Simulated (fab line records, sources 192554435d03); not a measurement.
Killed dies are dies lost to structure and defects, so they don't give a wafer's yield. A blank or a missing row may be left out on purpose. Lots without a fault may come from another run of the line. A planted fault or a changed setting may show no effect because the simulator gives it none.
fab line records | flow n5_finfet | part 1 of 2: steps 1 to 3 of 6
record lots=23 wafers=69 last_day=17
route steps=1938 shown BEOL_M2@844
lots that met no fault: from a run of the same line without faults
start_h: hours from the record's first day to the start of the lot's first wafer shown | wait_h: hours since the lot's step before | " the same as in the row above | L1.1+2: a row that stands for several wafers | - no value, or no start given | * or withheld: withheld | < > ~ a bound
route shown NAME@n: a module of which the file shows steps, and the number in the route of the first | usual: mean/standard deviation of fault-free wafers | same: alike in all rows | chamber/n: place in a boat | sites: the reading at each site | _std_site: their standard deviation | _edge_site: outer sites' mean less inner sites' | radius_mm: how far each site lies from the wafer's centre | mask NAME#n: copy n | behind: the tool/chamber that last shaped the wafer | hold: why the lot was held/for how many hours/how that ended | device: the transistor (n, p or np) that didn't switch | end of line: the same wafers' tests at the end of the route | a step without rows: its recipe alone | killed: dies lost to structure and defects at the first sort, not the wafer's yield | map: a wafer's dies, x killed, . not, _ none there
set.NAME: the setting as run; set.NAME@STEP: as run at that earlier step | model.NAME: the simulator's own value behind a step, which no gauge read
steps of the route over a sample of lots; a table a step, a row a wafer
services: from which hour (start_h, from the record's first day; less than 0 if before it) a tool's chamber was out of use, for how many hours, and why
## steps
# step N5_BEOL_M2_HM_DEP_02
# recipe material=TiN target_thk_a=200 temp_c=25 chamber_pressure_pa=0.49996
# usual throttle_valve_pct=29.7/1
# columns lot.wafer tool chamber start_h wait_h throttle_valve_pct
L074.1 pvd_sputter-01 - 137.20 0.0 30.6
L074.2 " - " " 29.0
L074.3 " - " " 28.6
L075.2 pvd_sputter-01 - 140.68 0.6 30.7
L075.5 " - " " 28.6
L075.6 " - " " 28.9
L076.3 pvd_sputter-01 - 144.21 0.1 30.9
L076.4 " - " " 29.4
L076.5 " - " " 28.9
L077.3 pvd_sputter-03 - 151.82 4.1 31.6
L077.5 " - " " 29.6
L077.6 " - " " 28.1
L078.2 pvd_sputter-02 - 165.05 4.4 29.1
L078.3 " - " " 30.2
L078.4 " - " " 30.6
L079.1 pvd_sputter-02 - 166.59 0.4 29.5
L079.3 " - " " 30.2
L079.4 " - " " 30.4
L080.2 pvd_sputter-03 - 173.19 0.5 29.5
L080.4 " - " " 28.2
L080.6 " - " " 28.1
L081.2 pvd_sputter-01 - 177.24 0.3 29.0
L081.5 " - " " 30.8
L081.6 " - " " 28.5
L082.1 pvd_sputter-03 - 183.08 2.6 31.9
L082.4 " - " " 29.8
L082.5 " - " " 31.6
L083.1 pvd_sputter-01 - 194.43 0.1 28.9
L083.4 " - " " 30.6
L083.6 " - " " 30.9
L084.1 pvd_sputter-02 - 195.74 0.2 29.0
L084.3 " - " " 30.1
L084.4 " - " " 31.0
L085.3 pvd_sputter-02 - 200.16 1.1 30.3
L085.5 " - " " 30.3
L085.6 " - " " 29.3
L086.1 pvd_sputter-01 - 208.14 1.3 29.2
L086.2 " - " " 28.8
L086.4 " - " " 30.9
L088.1 pvd_sputter-02 - 230.06 2.0 29.2
L088.2 " - " " 30.2
L088.4 " - " " 30.8
L090.3 pvd_sputter-02 - 231.86 0.8 29.0
L090.4 " - " " 30.4
L090.6 " - " " 29.0
L089.1 pvd_sputter-01 - 233.18 0.0 30.6
L089.2 " - " " 28.8
L089.4 " - " " 28.6
L091.2 pvd_sputter-03 - 236.42 0.1 31.4
L091.3 " - " " 31.5
L091.5 " - " " 31.5
L092.2 pvd_sputter-01 - 240.55 0.4 28.6
L092.3 " - " " 29.2
L092.4 " - " " 28.7
L093.4 pvd_sputter-01 - 250.72 1.3 30.8
L093.5 " - " " 28.9
L093.6 " - " " 29.1
L094.1 pvd_sputter-03 - 257.66 0.8 27.9
L094.3 " - " " 31.2
L094.5 " - " " 31.5
L095.3 pvd_sputter-03 - 260.94 0.3 29.7
L095.4 " - " " 28.1
L095.5 " - " " 31.4
L096.3 pvd_sputter-02 - 270.36 0.5 29.2
L096.5 " - " " 30.8
L096.6 " - " " 30.0
L097.1 pvd_sputter-02 - 273.70 1.8 30.5
L097.3 " - " " 29.5
L097.5 " - " " 30.7
# step N5_BEOL_M2_STRIP_19
# recipe chemistry=O2 power_w=400 temp_c=40 pressure_mtorr=30 rf_frequency_hz=6e+07 bias_power_w=0 overash_fraction=0.2 o2_flow_sccm=225
# usual drypump_motor_current_A=5.8/0.35 oes_product_au=0.79/0.087 rf_vpp_V=3.7/0.52 showerhead_plenum_p_Torr=2.11/0.08 throttle_valve_pct=16.56/0.19
# columns lot.wafer tool chamber start_h wait_h drypump_motor_current_A oes_product_au rf_hours_counter_h rf_vpp_V showerhead_plenum_p_Torr throttle_valve_pct
L074.1 rie_diel-03 0 138.21 0.1 5.7 0.66 265 4.7 2.05 16.82
L074.2 " 3 " " 6.1 0.88 45 3.9 2.12 16.54
L074.3 " 2 " " 4.8 0.68 258 3.0 2.06 16.92
L075.2 rie_diel-04 0 142.28 0.4 5.6 0.95 13 3.5 2.24 16.29
L075.5 " 2 " " 6.3 0.72 - 2.8 2.08 16.91
L075.6 " 1 " " 5.7 0.77 - 4.1 2.19 16.60
L076.3 rie_diel-04 0 145.11 0.1 5.5 0.94 14 3.5 2.23 16.29
L076.4 " 3 " " 5.5 0.85 49 3.9 2.03 16.37
L076.5 " 2 " " 6.2 0.71 - 3.3 2.08 16.91
L077.3 rie_diel-04 2 152.70 0.1 6.3 0.72 230 2.7 2.08 16.91
L077.5 " 1 " " 5.7 0.76 - 4.0 2.19 16.63
L077.6 " 2 " " 6.3 0.72 - 4.4 2.08 16.92
L078.2 rie_diel-04 1 166.15 0.2 5.7 0.75 172 3.6 2.19 16.62
L078.3 " 0 " " 5.5 0.93 20 4.1 2.23 16.29
L078.4 " 2 " " 6.3 0.71 234 3.6 2.08 16.91
L079.1 rie_diel-04 1 167.60 0.1 5.7 0.76 172 3.8 2.19 16.62
L079.3 " 3 " " 5.6 0.82 55 3.9 2.03 16.38
L079.4 " 0 " " 5.6 0.92 20 4.6 2.23 16.31
L080.2 rie_diel-02 2 174.22 0.1 5.9 0.74 168 3.8 2.00 16.69
L080.4 " 1 " " 5.6 0.68 236 3.6 1.98 16.80
L080.6 " 2 " " 5.9 0.75 - 3.7 2.00 16.70
L081.2 rie_diel-04 2 178.25 0.1 6.3 0.70 239 3.7 2.08 16.94
L081.5 " 0 " " 5.5 0.90 - 4.0 2.23 16.31
L081.6 " 1 " " 5.7 0.74 - 4.1 2.19 16.64
L082.1 rie_diel-04 1 184.10 0.1 5.7 0.76 178 4.5 2.19 16.63
L082.4 " 3 " " 5.5 0.83 61 4.2 2.02 16.39
L082.5 " 0 " " 5.5 0.91 - 3.2 2.23 16.32
L083.1 rie_diel-04 0 195.43 0.1 5.5 0.90 29 3.6 2.23 16.33
L083.4 " 1 " " 5.7 0.75 182 4.1 2.19 16.66
L083.6 " 3 " " 5.5 0.82 - 3.1 2.02 16.39
L084.1 rie_diel-02 1 196.77 0.1 5.6 0.67 243 3.4 1.98 16.80
L084.3 " 2 " " 5.9 0.74 177 2.9 2.00 16.72
L084.4 " 0 " " 5.9 0.89 58 4.5 2.12 16.46
L085.3 rie_diel-02 1 201.04 0.1 5.6 0.67 244 3.2 1.98 16.81
L085.5 " 3 " " 6.3 0.71 - 3.8 2.15 16.44
L085.6 " 0 " " 5.9 0.88 - 4.5 2.12 16.45
L086.1 rie_diel-04 3 209.02 0.1 5.5 0.82 71 4.5 2.02 16.40
L086.2 " 0 " " 5.5 0.90 35 4.0 2.23 16.35
L086.4 " 0 " " 5.5 0.89 - 3.8 2.23 16.33
L088.1 rie_diel-02 2 231.17 0.1 5.9 0.72 185 3.3 1.99 16.72
L088.2 " 0 " " 5.9 0.87 72 4.5 2.12 16.50
L088.4 " 0 " " 5.9 0.86 - 3.9 2.12 16.48
L090.3 rie_diel-04 3 235.05 0.5 5.6 0.80 83 3.5 2.02 16.42
L090.4 " 0 " " 5.5 0.86 - 3.7 2.22 16.35
L090.6 " 1 " " 5.7 0.74 - 3.4 2.18 16.67
L089.1 rie_diel-02 0 235.81 0.3 5.9 0.86 74 3.3 2.11 16.50
L089.2 " 2 " " 5.9 0.73 188 4.2 1.99 16.73
L089.4 " 0 " " 5.9 0.87 - 4.6 2.11 16.50
L091.2 rie_diel-02 3 240.31 0.1 6.3 0.70 225 3.5 2.15 16.47
L091.3 " 2 " " 5.9 0.73 191 3.1 1.99 16.73
L091.5 " 3 " " 6.3 0.70 - 3.6 2.15 16.47
L092.2 rie_diel-04 2 242.26 0.1 6.3 1.02 1 3.7 2.07 16.48
L092.3 " 0 " " 5.5 0.88 52 4.0 2.22 16.37
L092.4 " 1 " " 5.7 0.75 - 4.1 2.18 16.66
L093.4 rie_diel-03 3 251.80 0.1 6.1 0.83 81 2.8 2.11 16.59
L093.5 " 0 " " 5.7 0.90 - 3.4 2.04 16.36
L093.6 " 3 " " 6.1 0.82 - 3.0 2.11 16.59
L094.1 rie_diel-03 3 258.57 0.1 6.1 0.82 84 3.8 2.11 16.60
L094.3 " 0 " " 5.8 0.89 28 3.1 2.04 16.37
L094.5 " 1 " " 6.2 0.85 - 3.0 2.15 16.65
L095.3 rie_diel-02 2 262.04 0.1 5.9 0.71 198 3.5 1.99 16.76
L095.4 " 3 " " 6.3 0.70 233 3.4 2.15 16.48
L095.5 " 1 " " 5.6 0.94 - 4.1 2.24 16.38
L096.3 rie_diel-02 1 271.38 0.1 5.6 0.93 10 4.2 2.24 16.40
L096.5 " 2 " " 5.9 0.71 - 4.4 1.99 16.74
L096.6 " 1 " " 5.6 0.93 - 3.1 2.24 16.38
L097.1 rie_diel-04 1 274.58 0.1 5.7 0.72 211 3.9 2.18 16.70
L097.3 " 3 " " 5.5 0.78 97 2.4 2.01 16.45
L097.5 " 3 " " 5.5 0.78 - 3.7 2.01 16.45
# step N5_BEOL_M2_ETCH_77
# recipe chemistry=N2/H2 target=underlayer target_depth_a=65 mask_material=CAR-EUV time_s=5.2 ion_energy_ev=200 pressure_mtorr=30 source_w=840 bias_w=150 n2_flow_sccm=200 h2_flow_sccm=200 ends=cleared
# usual bias_w=150.0/0.45 drypump_motor_current_A=5.9/0.35 etch_rf_on_time_s=5.18/0.11 n2_flow_sccm=200.0/0.67 oes_product_au=0.68/0.083 rf_vpp_V=524.2/3 showerhead_plenum_p_Torr=2.56/0.091 throttle_valve_pct=17.77/0.19
# columns lot.wafer tool chamber start_h wait_h bias_w drypump_motor_current_A etch_rf_on_time_s n2_flow_sccm oes_product_au rf_hours_counter_h rf_vpp_V showerhead_plenum_p_Torr throttle_valve_pct
L074.1 rie_diel-04 3 139.26 0.0 149.8 5.6 5.10 200.5 0.73 46 520.9 2.48 17.64
L074.2 " 1 " " 150.4 5.7 5.19 200.3 0.65 162 527.1 2.64 17.81
L074.3 " 2 " " 149.9 6.3 5.22 200.7 0.62 224 523.2 2.51 17.97
L075.2 rie_diel-03 1 143.39 0.0 149.4 6.2 5.19 199.3 0.81 3 525.9 2.61 17.77
L075.5 " 1 " " 150.1 6.3 5.19 199.9 0.80 - 528.5 2.61 17.77
L075.6 " 3 " " 149.3 6.1 5.20 198.9 0.74 - 525.6 2.58 17.72
L076.3 rie_diel-02 1 145.65 0.0 150.3 5.6 5.17 200.6 0.58 226 520.0 2.40 17.81
L076.4 " 3 " " 149.8 6.3 5.41 200.2 0.59 189 526.1 2.64 17.66
L076.5 " 2 " " 149.4 5.9 5.33 200.0 0.63 - 521.2 2.45 18.02
L077.3 rie_diel-02 1 153.26 0.0 149.9 5.6 5.07 199.8 0.60 229 522.7 2.40 17.83
L077.5 " 0 " " 149.3 5.9 4.90 199.9 0.77 - 524.7 2.58 17.65
L077.6 " 3 " " 150.2 6.3 5.31 199.7 0.61 - 526.0 2.64 17.66
L078.2 rie_diel-03 1 166.83 0.0 150.3 6.3 5.24 200.6 0.79 12 526.5 2.61 17.83
L078.3 " 3 " " 150.1 6.1 5.29 199.9 0.72 57 522.6 2.58 17.77
L078.4 " 2 " " 150.0 4.8 5.16 199.6 0.59 - 522.1 2.48 18.01
L079.1 rie_diel-03 1 168.20 0.0 150.8 6.2 5.25 199.5 0.79 12 523.5 2.61 17.82
L079.3 " 2 " " 149.4 4.8 5.15 199.6 0.59 271 521.8 2.48 18.06
L079.4 " 3 " " 149.3 6.1 5.25 199.3 0.73 - 523.1 2.58 17.76
L080.2 rie_diel-04 1 175.43 0.0 149.9 5.7 5.21 200.6 0.64 175 525.8 2.64 17.83
L080.4 " 2 " " 150.4 6.3 5.24 199.2 0.60 238 521.5 2.51 17.97
L080.6 " 1 " " 150.3 5.7 5.24 200.1 0.63 - 524.7 2.64 17.85
L081.2 rie_diel-03 0 178.92 0.0 149.4 5.8 5.04 199.5 0.82 5 521.5 2.49 17.75
L081.5 " 1 " " 149.3 6.2 5.18 199.6 0.78 - 528.5 2.61 17.82
L081.6 " 3 " " 149.8 6.1 5.19 199.8 0.71 - 525.2 2.58 17.77
L082.1 rie_diel-04 1 184.77 0.0 150.7 5.7 5.23 200.1 0.63 178 525.6 2.64 17.86
L082.4 " 2 " " 150.1 6.3 5.21 199.0 0.59 241 523.6 2.50 18.03
L082.5 " 2 " " 149.6 6.3 5.17 200.7 0.60 - 525.0 2.50 17.99
L083.1 rie_diel-02 0 195.98 0.0 148.8 6.0 5.00 199.4 0.76 58 526.2 2.57 17.68
L083.4 " 1 " " 149.5 5.6 5.09 200.1 0.59 243 519.2 2.39 17.86
L083.6 " 0 " " 149.9 5.9 5.01 199.2 0.75 - 527.2 2.57 17.68
L084.1 rie_diel-02 1 197.44 0.0 149.7 5.6 5.08 200.4 0.59 243 518.4 2.39 17.86
L084.3 " 0 " " 150.8 5.9 4.95 200.0 0.75 58 524.0 2.57 17.68
L084.4 " 2 " " 149.9 5.9 5.11 199.2 0.63 177 518.4 2.45 18.06
L085.3 rie_diel-02 1 201.66 0.0 150.2 5.6 5.22 201.0 0.57 245 520.8 2.39 17.85
L085.5 " 3 " " 149.9 6.3 5.44 202.1 0.58 - 526.9 2.63 17.65
L085.6 " 2 " " 150.0 5.9 5.23 199.8 0.63 - 519.8 2.44 18.04
L086.1 rie_diel-02 1 209.57 0.0 150.7 5.6 5.10 200.3 0.59 247 519.7 2.39 17.83
L086.2 " 2 " " 149.7 5.9 5.20 200.5 0.61 180 517.2 2.44 18.06
L086.4 " 0 " " 150.3 5.9 5.04 200.1 0.75 61 526.0 2.57 17.67
L088.1 rie_diel-04 3 233.61 0.0 149.2 5.6 5.15 199.3 0.68 82 520.3 2.46 17.74
L088.2 " 1 " " 150.1 5.7 5.24 200.1 0.63 192 525.4 2.63 17.89
L088.4 " 3 " " 149.2 5.5 5.09 199.7 0.70 - 523.6 2.46 17.72
L090.3 rie_diel-02 0 237.33 0.0 150.6 5.9 5.10 199.0 0.73 75 522.8 2.56 17.70
L090.4 " 0 " " 150.0 5.9 5.04 201.0 0.73 - 523.4 2.56 17.72
L090.6 " 3 " " 150.0 6.3 5.43 200.1 0.57 - 522.7 2.63 17.70
L089.1 rie_diel-04 1 238.70 0.0 149.6 5.7 5.16 200.1 0.64 195 527.8 2.63 17.90
L089.2 " 3 " " 149.9 5.5 5.17 200.7 0.69 86 522.1 2.46 17.74
L089.4 " 3 " " 150.5 5.6 5.12 200.0 0.69 - 523.0 2.46 17.76
L091.2 rie_diel-02 3 241.52 0.0 150.3 6.3 5.35 200.7 0.59 226 526.5 2.62 17.72
L091.3 " 0 " " 150.5 6.0 5.07 199.2 0.73 79 525.6 2.56 17.70
L091.5 " 3 " " 150.4 6.3 5.38 198.9 0.58 - 527.9 2.62 17.73
L092.2 rie_diel-04 1 242.94 0.0 149.6 5.7 5.20 199.1 0.63 198 526.6 2.63 17.86
L092.3 " 0 " " 149.5 5.5 5.16 199.5 0.74 52 528.6 2.68 17.47
L092.4 " 2 " " 150.2 6.3 5.14 199.1 0.86 - 523.8 2.50 17.55
L093.4 rie_diel-02 1 252.35 0.0 150.5 5.6 5.06 199.4 0.83 4 527.4 2.71 17.44
L093.5 " 0 " " 150.3 5.9 5.08 199.6 0.72 - 525.1 2.56 17.73
L093.6 " 1 " " 150.2 5.6 5.09 200.2 0.83 - 527.9 2.71 17.46
L094.1 rie_diel-02 2 259.33 0.0 150.4 5.9 5.18 200.6 0.61 198 524.1 2.44 18.09
L094.3 " 1 " " 149.8 5.6 5.05 199.0 0.82 5 528.8 2.71 17.43
L094.5 " 0 " " 150.1 5.9 4.94 200.4 0.73 - 523.6 2.56 17.74
L095.3 rie_diel-02 0 262.61 0.0 150.3 5.9 5.06 200.3 0.72 85 524.0 2.56 17.72
L095.4 " 1 " " 150.8 5.6 5.00 200.5 0.82 7 527.5 2.71 17.44
L095.5 " 2 " " 150.1 5.9 5.17 200.0 0.61 - 521.6 2.44 18.07
L096.3 rie_diel-02 1 271.95 0.0 149.8 5.6 5.08 199.3 0.81 10 528.6 2.71 17.43
L096.5 " 2 " " 150.6 5.9 5.26 200.7 0.61 - 521.8 2.43 18.07
L096.6 " 3 " " 149.6 6.3 5.43 200.7 0.58 - 524.9 2.62 17.72
L097.1 rie_diel-03 1 275.13 0.0 148.9 6.3 5.22 200.0 0.74 46 525.5 2.59 17.85
L097.3 " 2 " " 150.2 4.8 5.11 198.7 0.77 22 519.1 2.48 17.57
L097.5 " 0 " " 149.6 5.8 5.09 200.2 0.74 - 520.1 2.48 17.80
